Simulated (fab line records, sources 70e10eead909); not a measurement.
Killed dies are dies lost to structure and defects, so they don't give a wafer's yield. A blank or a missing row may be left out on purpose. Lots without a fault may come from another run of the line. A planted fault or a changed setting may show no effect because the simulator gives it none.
Chamber matching | flow nand_harc | NHARC_A_STAIRCASE_TRIM_196 on rie_diel-13: 4 sister chambers
The step chemistry O2, time 211.2 s. 4 wafers are shown with their chamber, then 7 later ones without.

WAFERS WITH THEIR CHAMBER
wafer  | chamber | drypump_motor_current_A (A)
L080.5 | 3       | 5.0
L085.6 | 2       | 5.8
L088.3 | 1       | 5.2
L088.4 | 0       | 6.4

WAFERS WITHOUT THEIR CHAMBER
wafer  | drypump_motor_current_A (A)
L088.6 | 6.5
L092.2 | 5.2
L092.4 | 5.7
L092.6 | 5.2
L093.1 | 6.5
L093.5 | 5.0
L093.6 | 5.8

WHICH CHAMBER EACH WENT THROUGH
wafer  | from the rows above | in truth
L088.6 | 0                   | 0
L092.2 | 1                   | 1
L092.4 | 2                   | 2
L092.6 | 1                   | 1
L093.1 | 0                   | 0
L093.5 | 3                   | 3
L093.6 | 2                   | 2
Placed correctly: 7 of 7. Can't be placed from these rows: 0. Placed wrongly: 0.
How it was worked out, from the rows above alone: a wafer's distance from a chamber is the root of the sum, over the readings, of the square of ((its reading less the chamber's mean) divided by the reading's scatter). The wafer belongs to the nearest chamber; if the next one is less than 2 further off, it can't be placed. A chamber's mean is the mean of its shown wafers. The scatter: with one shown wafer a chamber, the root of the mean of the squares of how far each hidden wafer lies from its nearest shown one.
